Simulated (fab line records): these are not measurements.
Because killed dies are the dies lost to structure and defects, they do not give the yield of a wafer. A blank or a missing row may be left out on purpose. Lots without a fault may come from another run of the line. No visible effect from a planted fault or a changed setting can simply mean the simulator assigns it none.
fab line records -- flow n5Finfet
record lots=6, wafers=18, lastDay=19
route steps=1938 shown BEOL_M3@951
lots untouched by any fault: they come from a run of this same line in which no faults occurred
startH: the number of hours between the record's first day and the start of the first shown wafer of the lot -- waitH: time in hours since the lot's previous step -- " unchanged from the row above -- L1.1+2: a row that stands for several wafers -- - no value, or no start given -- * or withheld: withheld -- < > ~ a bound
route shown NAME@n: names a module that has steps shown in the file, with the first one's number in the route -- usual: mean/standard deviation taken from wafers without a fault -- same: alike in all rows -- chamber/n: place in a boat -- sites: readings site by site -- _std_site: the values' standard deviation -- _edge_site: outer sites' mean less inner sites' -- radiusMm: for every site, how far away it sits from the centre of the wafer -- mask NAME#n: copy n -- behind: tool/chamber where the wafer was last shaped -- hold: what put the lot on hold/how long, in hours/how the hold closed -- device: the n, p or np transistor that did not switch -- end of line: tests run on the same wafers once the route is complete -- step lacking rows: just its recipe -- killed: the dies lost at the first sort to structure and to defects; this is not the yield of the wafer -- map: shows each die of a wafer: x if killed, . if not, _ if none is there
set.NAME: the setting as run; set.NAME@STEP: as run at that earlier step -- model.NAME: the simulator's own value behind a step, which no gauge read
certain route steps with their lots: each step a table, each wafer a row
services: a tool's chamber out of use, with start hour (startH, from the record's first day; less than 0 if before it), hours out, and reason
## steps
# step N5_BEOL_M3_STRIP_65
# recipe chemistry=N2/H2, tempC=40, n2FlowSccm=200, h2FlowSccm=200, rfFrequencyHz=6e+07
# step N5_BEOL_M3_STRIP_75
# recipe chemistry=N2/H2, tempC=40, n2FlowSccm=200, h2FlowSccm=200, rfFrequencyHz=6e+07
# step N5_BEOL_M3_STRIP_66
# recipe chemistry=CF4, resist=SiARC, powerW=300, biasPowerW=75, pressureMtorr=50, cf4FlowSccm=150, rfFrequencyHz=6e+07
# usual chamberPressureMTorr=49.99/0.045, drypumpMotorCurrentA=5.84/0.24, oesProductAu=0.76/0.082, rfVppV=271.4/1.3, showerheadPlenumPTorr=1.80/0.05, throttleValvePct=13.66/0.22
lot.wafer,tool,chamber,startH,waitH,chamberPressureMTorr,drypumpMotorCurrentA,oesProductAu,rfHoursCounterH,rfVppV,showerheadPlenumPTorr,throttleValvePct
L844.2,rieDiel-01,3,139.15,0.0,50.02,5.55,0.72,177,271.1,1.78,13.43
L844.3,rieDiel-01,1,139.15,0.0,50.00,6.16,0.74,166,273.6,1.86,13.98
L844.5,rieDiel-01,0,139.15,0.0,49.98,5.67,0.90,-,272.7,1.83,13.24
L857.1,rieDiel-06,1,220.01,0.0,49.94,5.72,0.69,226,272.8,1.84,13.90
L857.2,rieDiel-06,0,220.01,0.0,50.08,5.84,0.87,34,270.3,1.75,13.31
L857.3,rieDiel-06,2,220.01,0.0,49.94,6.02,0.72,182,270.6,1.78,13.63
L856.1,rieDiel-02,2,221.45,0.0,50.11,5.46,0.70,202,272.0,1.84,13.83
L856.3,rieDiel-02,3,221.45,0.0,49.92,5.81,0.67,243,272.2,1.82,13.89
L856.4,rieDiel-02,0,221.45,0.0,49.95,5.83,0.70,187,269.8,1.70,13.69
L865.2,rieDiel-06,0,280.49,0.0,49.99,5.84,0.84,52,269.2,1.74,13.35
L865.3,rieDiel-06,3,280.49,0.0,49.99,5.90,0.86,32,269.1,1.76,13.69
L865.6,rieDiel-06,2,280.49,0.0,50.02,6.01,0.71,-,270.0,1.78,13.69
L866.3,rieDiel-01,3,285.16,0.0,49.99,5.57,0.68,226,271.0,1.77,13.53
L866.5,rieDiel-01,2,285.16,0.0,50.04,5.61,0.86,-,270.1,1.73,13.38
L866.6,rieDiel-01,0,285.16,0.0,49.98,5.64,0.84,-,270.9,1.82,13.35
L867.1,rieDiel-06,1,291.30,0.0,49.99,5.72,0.67,246,271.3,1.84,13.97
L867.2,rieDiel-06,3,291.30,0.0,49.94,5.89,0.84,35,270.2,1.76,13.70
L867.6,rieDiel-06,1,291.30,0.0,50.08,5.73,0.68,-,272.0,1.84,13.97
# step N5_BEOL_M3_HM_OPEN_17
# recipe chemistry=Cl2/BCl3, targetDepthA=200, overetchA=60, target=TiN, maskMaterial=SOC, ionEnergyEv=150, pressureMtorr=10, icpW=1000, biasW=126, Cl2_flow_sccm=53.25, bcl3FlowSccm=21.75, Ar_flow_sccm=25
# usual biasW=126.0/0.33, chamberPressureMTorr=9.999/0.0088, drypumpMotorCurrentA=5.9/0.38, oesProductAu=0.69/0.056, throttleValvePct=22.11/0.2
lot.wafer,tool,chamber,startH,waitH,biasW,chamberPressureMTorr,drypumpMotorCurrentA,oesProductAu,rfHoursCounterH,throttleValvePct
L844.2,rieMetal-02,0,139.19,0.0,126.3,9.984,6.0,0.70,26,21.88
L844.3,rieMetal-02,0,139.19,0.0,126.4,9.994,6.0,0.70,-,21.89
L844.5,rieMetal-02,0,139.19,0.0,126.4,10.000,6.0,0.70,-,21.90
L857.1,rieMetal-03,1,220.05,0.0,125.2,9.992,5.8,0.73,13,21.90
L857.2,rieMetal-03,1,220.05,0.0,125.6,9.990,5.9,0.72,-,21.89
L857.3,rieMetal-03,1,220.05,0.0,126.3,9.999,5.8,0.72,-,21.91
L856.1,rieMetal-01,0,221.49,0.0,126.4,10.005,5.5,0.67,43,22.46
L856.3,rieMetal-01,1,221.49,0.0,125.8,9.984,6.6,0.70,-,22.14
L856.4,rieMetal-01,0,221.49,0.0,126.2,10.000,5.5,0.68,-,22.47
L865.2,rieMetal-01,0,280.53,0.0,126.2,10.010,5.5,0.66,48,22.47
L865.3,rieMetal-01,0,280.53,0.0,125.8,10.007,5.5,0.67,-,22.47
L865.6,rieMetal-01,1,280.53,0.0,125.8,10.005,6.6,0.69,-,22.12
L866.3,rieMetal-02,1,285.23,0.1,125.9,10.015,5.6,0.58,-,22.14
L866.5,rieMetal-02,0,285.23,0.1,125.8,9.996,6.0,0.67,-,21.89
L866.6,rieMetal-02,1,285.23,0.1,126.4,9.990,5.6,0.59,-,22.13
L867.1,rieMetal-03,0,291.34,0.0,126.1,10.011,6.0,0.79,6,22.20
L867.2,rieMetal-03,1,291.34,0.0,126.6,9.997,5.9,0.71,20,21.92
L867.6,rieMetal-03,1,291.34,0.0,125.9,9.988,5.8,0.71,-,21.90
# step N5_BEOL_M3_STRIP_19
# recipe chemistry=O2, powerW=400, tempC=40, pressureMtorr=30, rfFrequencyHz=6e+07, biasPowerW=0, overashFraction=0.2, o2FlowSccm=225
# usual chamberPressureMTorr=30.000/0.025, drypumpMotorCurrentA=5.85/0.26, o2FlowSccm=224.9/0.63, oesProductAu=0.77/0.086, rfVppV=3.6/0.5, showerheadPlenumPTorr=2.11/0.056, throttleValvePct=16.76/0.26
# same overashFraction=0.2
lot.wafer,tool,chamber,startH,waitH,chamberPressureMTorr,drypumpMotorCurrentA,o2FlowSccm,oesProductAu,rfHoursCounterH,rfVppV,showerheadPlenumPTorr,throttleValvePct
L844.2,rieDiel-06,2,139.48,0.3,29.977,5.99,224.2,0.75,158,4.1,2.08,16.57
L844.3,rieDiel-06,1,139.48,0.3,30.019,5.73,224.9,0.70,202,4.1,2.19,16.99
L844.5,rieDiel-06,2,139.48,0.3,29.988,6.02,225.6,0.74,-,3.5,2.08,16.59
L857.1,rieDiel-02,0,220.25,0.2,30.016,5.83,224.6,0.71,187,3.6,2.01,16.90
L857.2,rieDiel-02,3,220.25,0.2,29.973,5.84,224.2,0.69,243,4.0,2.14,16.92
L857.3,rieDiel-02,2,220.25,0.2,30.017,5.46,224.1,0.71,202,3.5,2.16,16.86
L856.1,rieDiel-01,0,221.60,0.1,29.956,5.68,224.7,0.89,57,3.2,2.10,16.23
L856.3,rieDiel-01,1,221.60,0.1,30.033,6.23,224.2,0.73,194,3.3,2.19,17.25
L856.4,rieDiel-01,0,221.60,0.1,30.000,5.71,224.0,0.88,-,4.3,2.10,16.23
L865.2,rieDiel-06,1,280.64,0.1,29.977,5.75,225.1,0.67,243,3.1,2.17,17.08
L865.3,rieDiel-06,3,280.64,0.1,29.940,5.88,224.4,0.87,32,3.3,2.05,16.85
L865.6,rieDiel-06,2,280.64,0.1,29.980,5.96,224.8,0.70,-,3.3,2.07,16.65
L866.3,rieDiel-02,1,285.31,0.1,30.015,6.31,225.5,0.71,197,3.7,2.15,16.64
L866.5,rieDiel-02,1,285.31,0.1,30.006,6.33,224.7,0.71,-,2.7,2.15,16.63
L866.6,rieDiel-02,0,285.31,0.1,30.016,5.82,224.8,0.70,-,2.9,2.00,16.93
L867.1,rieDiel-06,1,291.46,0.1,30.029,5.72,225.1,0.67,246,3.1,2.17,17.05
L867.2,rieDiel-06,0,291.46,0.1,30.007,5.83,224.3,0.84,55,3.9,2.06,16.59
L867.6,rieDiel-06,0,291.46,0.1,29.977,5.88,224.8,0.85,-,4.3,2.06,16.59
# step N5_BEOL_M3_CD_MEAS_18
# recipe pitchNm=36, targetCdNm=18
# usual cdNm=18.0/0.36
lot.wafer,tool,chamber,startH,waitH,cdNm
L844.2,cdSem-02,-,139.55,0.1,18.1
L844.3,cdSem-02,-,139.55,0.1,18.3
L844.5,cdSem-02,-,139.55,0.1,18.3
L857.1,cdSem-01,-,220.32,0.0,18.4
L857.2,cdSem-01,-,220.32,0.0,18.0
L857.3,cdSem-01,-,220.32,0.0,18.8
L856.1,cdSem-02,-,221.67,0.0,17.6
L856.3,cdSem-02,-,221.67,0.0,18.5
L856.4,cdSem-02,-,221.67,0.0,18.4
L865.2,cdSem-03,-,280.72,0.1,18.0
L865.3,cdSem-03,-,280.72,0.1,17.8
L865.6,cdSem-03,-,280.72,0.1,17.9
L866.3,cdSem-03,-,285.38,0.1,17.7
L866.5,cdSem-03,-,285.38,0.1,17.7
L866.6,cdSem-03,-,285.38,0.1,18.1
L867.1,cdSem-01,-,291.53,0.0,18.3
L867.2,cdSem-01,-,291.53,0.0,17.7
L867.6,cdSem-01,-,291.53,0.0,17.9
# step N5_BEOL_M3_COAT_67
# recipe resist=SOC, tempC=250, timeS=60, spinRpm=1500, resistThkNm=60
# step N5_BEOL_M3_COAT_68
# recipe resist=SiARC, tempC=220, timeS=60, spinRpm=1500, resistThkNm=12
# step N5_BEOL_M3_COAT_76
# recipe resist=underlayer, tempC=205, timeS=60, spinRpm=1500, resistThkNm=5
# step N5_BEOL_M3_COAT_22
# recipe resist=CAR-EUV, spinRpm=1500, resistThkNm=30
# step N5_BEOL_M3_EBR_24
# recipe solvent=PGMEA, ebrWidthMm=1.5
# step N5_BEOL_M3_SOFTBAKE_23
# recipe tempC=110, timeS=60, resist=CAR-EUV
# step N5_BEOL_M3_EXPOSE_25
# recipe maskId=V2, na=0.33, sourceShape=quasar, sigmaInner=0.2, sigmaOuter=0.8, polarization=unpolarized, defocusNm=5, doseMj=63
# usual dipoleOpeningDeg=30/0, exposureDoseMJCm2=63.4/0.43
lot.wafer,tool,chamber,startH,waitH,mask,dipoleOpeningDeg,exposureDoseMJCm2
L844.2,euvScanner-01,0,139.74,-,V2#0,30,62.9
L844.3,euvScanner-01,0,139.74,-,V2#0,30,62.9
L844.5,euvScanner-01,0,139.74,-,V2#0,30,62.9
L857.1,euvScanner-02,-,220.49,-,V2#0,-,-
L857.2,euvScanner-02,-,220.49,-,V2#0,-,-
L857.3,euvScanner-02,-,220.49,-,V2#0,-,-
L856.1,euvScanner-01,-,221.97,-,V2#0,-,-
L856.3,euvScanner-01,-,221.97,-,V2#0,-,-
L856.4,euvScanner-01,-,221.97,-,V2#0,-,-
L865.2,euvScanner-02,0,281.02,-,V2#0,30,63.7
L865.3,euvScanner-02,0,281.02,-,V2#0,30,63.7
L865.6,euvScanner-02,0,281.02,-,V2#0,30,63.7
L866.3,euvScanner-02,0,285.57,-,V2#0,30,63.7
L866.5,euvScanner-02,0,285.57,-,V2#0,30,63.7
L866.6,euvScanner-02,0,285.57,-,V2#0,30,63.7
L867.1,euvScanner-01,0,291.83,-,V2#0,30,62.8
L867.2,euvScanner-01,0,291.83,-,V2#0,30,62.7
L867.6,euvScanner-01,0,291.83,-,V2#0,30,62.7
# step N5_BEOL_M3_PEB_26
# recipe pebTempC=100, pebTimeS=60, resist=CAR-EUV
## services
tool,chamber,startH,hours,kind
euvScanner-02,-,118.10,1.0,pm
euvScanner-01,-,131.41,1.0,pm
rieDiel-02,-,137.37,2.8,pm
rieDiel-02,3,140.90,6.3,repair
euvScanner-02,-,144.07,4.6,pm
euvScanner-02,-,174.25,1.0,pm
rieDiel-02,-,174.85,0.5,repair
rieDiel-01,2,175.04,8.4,repair
rieDiel-02,1,176.31,7.1,repair
rieDiel-02,0,177.64,1.8,repair
euvScanner-01,-,187.56,1.0,pm
euvScanner-02,-,193.41,1.2,repair
rieDiel-01,2,193.75,29.0,repair
euvScanner-01,-,198.82,4.6,pm
euvScanner-02,-,230.40,1.0,pm
euvScanner-01,-,237.50,4.3,repair
euvScanner-01,-,243.71,1.0,pm
euvScanner-02,-,247.84,17.3,pm
rieDiel-06,-,256.20,0.5,repair
euvScanner-01,-,265.14,5.8,pm
rieDiel-02,2,274.36,2.9,repair
euvScanner-01,-,279.51,6.2,pm
rieDiel-01,1,284.52,11.2,repair
euvScanner-02,-,286.55,1.0,pm
## key
firstSign step=N5_BEOL_M3_EXPOSE_25, reading=toolRecord, direction=missing
effect none on later readings
metAt N5_BEOL_M3_EXPOSE_25
struckWafers L856.1,L856.3,L856.4,L857.1,L857.2,L857.3
laterRowsLeftOut L856.1,L856.3,L856.4,L857.1,L857.2,L857.3
sortLeftOut L856.1,L856.3,L856.4,L857.1,L857.2,L857.3
onsetBetween 139.74 220.49
fault kind=skippedStepWhole, tool=euvScanner-01,euvScanner-02, chamber=-, onsetH=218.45, steps=N5_BEOL_M3_EXPOSE_25, scope=struckLotsOnly
# sortLeftOut: the simulated sort isn't trusted on such a fault, so these wafers' sort isn't shown, and their yield isn't known
# laterRowsLeftOut: the simulator's readings of these wafers behind a module that went badly wrong aren't trusted and aren't shown, but for the sort
